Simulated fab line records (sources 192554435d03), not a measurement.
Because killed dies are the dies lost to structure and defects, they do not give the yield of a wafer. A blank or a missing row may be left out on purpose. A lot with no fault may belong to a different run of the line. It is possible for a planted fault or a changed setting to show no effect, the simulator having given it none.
Split-lot study :: flow n5-finfet :: route with 1938 steps; 7 lots, 21 wafers read

## SPLIT DETAILS
At N5_BEOL_M0_SAQP_EXPOSE_11 (exposes mask M0 CORE, target cd 42 nm), the setting dose-mj was moved away from the recipe's 55 on 4 of the 21 wafers read, by -5.6% to -3.9%. The other wafers ran this setting at the recipe's value.

## FROM THE SPLIT TO THE READING: what the file shows between them, 2 steps
- N5_BEOL_M0_SAQP_PEB_12: peb time 60 s
- N5_BEOL_M0_SAQP_DEVELOP_13: develop time 30 s

## THE READING
cd-nm (nm) at N5_BEOL_M0_SAQP_CD_MEAS_14, where the cd target is 42.5 nm. Fault-free wafers of this fab line usually give 42.3 nm, standard deviation 0.34 nm.

wafer: L076.2
tool, chamber at the split: arfi-scanner-01, 0
dose-mj as run: 55
against the recipe: recipe
cd-nm, nm: 42.0
against lot-mates on the recipe: -

wafer: L076.3
tool, chamber at the split: arfi-scanner-01, 0
dose-mj as run: 52.85
against the recipe: -3.9%
cd-nm, nm: 43.4
against lot-mates on the recipe: +1.4

wafer: L076.4
tool, chamber at the split: arfi-scanner-01, 0
dose-mj as run: 52.85
against the recipe: -3.9%
cd-nm, nm: 43.4
against lot-mates on the recipe: +1.4

wafer: L081.1
tool, chamber at the split: arfi-scanner-03, 0
dose-mj as run: 55
against the recipe: recipe
cd-nm, nm: 42.3
against lot-mates on the recipe: -

wafer: L081.4
tool, chamber at the split: arfi-scanner-03, 0
dose-mj as run: 55
against the recipe: recipe
cd-nm, nm: 42.1
against lot-mates on the recipe: -

wafer: L081.5
tool, chamber at the split: arfi-scanner-03, 0
dose-mj as run: 55
against the recipe: recipe
cd-nm, nm: 41.9
against lot-mates on the recipe: -

wafer: L083.1
tool, chamber at the split: arfi-scanner-03, 0
dose-mj as run: 51.9
against the recipe: -5.6%
cd-nm, nm: 44.1
against lot-mates on the recipe: +1.5

wafer: L083.2
tool, chamber at the split: arfi-scanner-03, 0
dose-mj as run: 55
against the recipe: recipe
cd-nm, nm: 42.6
against lot-mates on the recipe: -

wafer: L083.5
tool, chamber at the split: arfi-scanner-03, 0
dose-mj as run: 51.9
against the recipe: -5.6%
cd-nm, nm: 44.3
against lot-mates on the recipe: +1.7

wafer: L090.4
tool, chamber at the split: arfi-scanner-03, 0
dose-mj as run: 55
against the recipe: recipe
cd-nm, nm: 42.3
against lot-mates on the recipe: -

wafer: L090.5
tool, chamber at the split: arfi-scanner-03, 0
dose-mj as run: 55
against the recipe: recipe
cd-nm, nm: 41.9
against lot-mates on the recipe: -

wafer: L090.6
tool, chamber at the split: arfi-scanner-03, 0
dose-mj as run: 55
against the recipe: recipe
cd-nm, nm: 42.4
against lot-mates on the recipe: -

wafer: L091.1
tool, chamber at the split: arfi-scanner-03, 0
dose-mj as run: 55
against the recipe: recipe
cd-nm, nm: 41.8
against lot-mates on the recipe: -

wafer: L091.3
tool, chamber at the split: arfi-scanner-03, 0
dose-mj as run: 55
against the recipe: recipe
cd-nm, nm: 42.3
against lot-mates on the recipe: -

wafer: L091.6
tool, chamber at the split: arfi-scanner-03, 0
dose-mj as run: 55
against the recipe: recipe
cd-nm, nm: 41.8
against lot-mates on the recipe: -

wafer: L093.1
tool, chamber at the split: arfi-scanner-02, 0
dose-mj as run: 55
against the recipe: recipe
cd-nm, nm: 42.3
against lot-mates on the recipe: -

wafer: L093.3
tool, chamber at the split: arfi-scanner-02, 0
dose-mj as run: 55
against the recipe: recipe
cd-nm, nm: 41.9
against lot-mates on the recipe: -

wafer: L093.6
tool, chamber at the split: arfi-scanner-02, 0
dose-mj as run: 55
against the recipe: recipe
cd-nm, nm: 42.1
against lot-mates on the recipe: -

wafer: L095.1
tool, chamber at the split: arfi-scanner-03, 0
dose-mj as run: 55
against the recipe: recipe
cd-nm, nm: 42.4
against lot-mates on the recipe: -

wafer: L095.5
tool, chamber at the split: arfi-scanner-03, 0
dose-mj as run: 55
against the recipe: recipe
cd-nm, nm: 42.2
against lot-mates on the recipe: -

wafer: L095.6
tool, chamber at the split: arfi-scanner-03, 0
dose-mj as run: 55
against the recipe: recipe
cd-nm, nm: 42.7
against lot-mates on the recipe: -

THE FIT
A straight line over all 21 wafers: cd-nm changes by -0.345 nm for each +1% of dose-mj; r = -0.94; the points scatter about the line by 0.25 nm.
The same after taking each lot's own level away (the mean of its wafers on the recipe; 21 wafers): -0.307 nm for each +1%; r = -0.95; scatter 0.2 nm.
Per that fit: largest dose-mj move, reading shift of 1.7 nm.
Measured against the standard deviation above, the lots' own levels, which go from 41.97 to 42.60 nm, span 1.9 times it.
In other words, the slope is changed by the lot-to-lot level; the two fits disagree.
Check: with one of the wafers moved furthest among these (-5.6%) left out of the fit, the line predicts +1.86 nm for it against its lot-mates. Against them it came out at +1.5 nm.

## OTHER SPLITS ON THESE WAFERS
These wafers also went through other splits before the reading. Each is held against what the fit with the lots' levels taken away leaves over:
other split on the same wafers: N5_MOL_CONTACT_COAG_COAT_76 spin-rpm
wafers away from the commonest value: 5
r with cd-nm (lot level and that fit taken away): +0.40

other split on the same wafers: N5_BEOL_M0_SAQP_PECVD_04 time-s
wafers away from the commonest value: 7
r with cd-nm (lot level and that fit taken away): +0.17

## THE FILE'S OWN FIT
cd-nm changes by -0.307 nm for each +1% of dose-mj, r = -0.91.
